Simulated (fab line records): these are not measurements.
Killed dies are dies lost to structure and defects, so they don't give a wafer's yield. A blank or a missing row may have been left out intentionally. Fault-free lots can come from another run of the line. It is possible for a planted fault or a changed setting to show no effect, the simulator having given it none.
Problem report in the 8D (eight disciplines) form, filled by code	flow n5 finfet	the parts of the form that need people (team, actions taken, sign-off) are left out

1. THE PROBLEM
Wafers without a fault read 14, standard deviation 5.5; killed_at_M4_up at N5_PASSIVATION_PROBE_49 reads a mean of 458 on 4 wafers belonging to 3 lots. Measured from the usual mean, that is +81 standard deviations.
First observed at day 15 12:44: wafer L618.4, on prober-01. The record has a number at this step for 9 wafers belonging to 4 lots. By rule, "out" or "out of limits" means more than 4 standard deviations away from the usual mean. The rest of the wafers with a number are treated as sound.

2. WHAT IT IS AND WHAT IT IS NOT
question	is	is not
which readings at this step	killed_at_M4_up, defect limited yield, killed dies, sort_bin_5_function, sort n pass, sort yield pct	killed at front end, killed at other, killed open
which lots	L616, L617, L618	L604
which wafers of those lots	L616.2, L616.4, L617.2, L618.4	L617.3, L618.6
read on which tools	prober-01	prober-02
when	from day 15 12:44	up to then (3 sound wafers); but 2 sound wafers of L617, L618 came after

3. THE SUSPECTS, EACH WITH WHAT RULES IT OUT
Counting: a tool at a process step up to the reading stays a suspect if it ran every lot that is out. Sound lots after the first of them don't rule it out here, since some wafers of a struck lot are sound.
- rie diel-06 at N5_BEOL_M9_VIA_ETCH_34 (etches SiCOH lowk in C4F6/O2, target depth 182.4 nm, time 68.4 s): kept. It ran every lot that is out, first L617 (day 13 06:57).
- prober-01 at N5_PASSIVATION_PROBE_49: kept. It ran every lot that is out, first L618 (day 15 12:44). Its own readings are out on those wafers: defect limited yield, killed_at_M4_up, killed dies, sort_bin_5_function, sort n pass, sort yield pct.
After counting, rie diel-06 at N5_BEOL_M9_VIA_ETCH_34 and prober-01 at N5_PASSIVATION_PROBE_49 remain.

4. THE CAUSE (what the simulator had put in)
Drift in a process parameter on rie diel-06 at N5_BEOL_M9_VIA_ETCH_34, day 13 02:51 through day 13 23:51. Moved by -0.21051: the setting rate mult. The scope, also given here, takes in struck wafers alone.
Counting leaves 2 suspects; this tool is one of them.

5. THE EFFECT CHAIN, in route order
One row per reading whose mean, taken over the struck wafers that have a number, lies over 3 standard deviations from the usual. Readings are gone through only where the record gives a usual standard deviation; hours: the median, over the lots, of the time from a lot's start at the first step in this table giving one to that lot's start at this step; sigmas: the change measured in usual standard deviations.
hours	step	reading	usual	on struck wafers	change	sigmas
0	N5_PASSIVATION_PROBE_49	defect limited yield	91.0 %	53.1	-37.9	-25
0	N5_PASSIVATION_PROBE_49	killed_at_M4_up	14	458	+444	+81
0	N5_PASSIVATION_PROBE_49	killed dies	106	554	+448	+25
0	N5_PASSIVATION_PROBE_49	killed on rim	13	71	+58	+13
0	N5_PASSIVATION_PROBE_49	sort_bin_5_function	5.3 %	43.7	+38.4	+38
0	N5_PASSIVATION_PROBE_49	sort n pass	1074	626	-448	-25
0	N5_PASSIVATION_PROBE_49	sort yield pct	91.0 %	53.1	-37.9	-25
Process steps it contains:
- N5_PASSIVATION_PROBE_49
Later steps that measure or inspect, where all struck wafers having a row at the step show a number for every such reading and not one has moved that far: N5_PASSIVATION_INSPECT_57.

6. HOW IT WOULD HAVE BEEN CAUGHT EARLIER
The fault began at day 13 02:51; the first out-of-limits reading in this record came at day 15 12:44, 58 hours later.
Tool readings at N5_BEOL_M9_VIA_ETCH_34 with a usual standard deviation given in the record: none out on any struck wafer, hence no alarm at a limit of 4 standard deviations on them.
All the lots that are out (3) had begun N5_BEOL_M9_VIA_ETCH_34 on rie diel-06 by day 15 12:44. Tool hold at that time: it would have spared none of them.
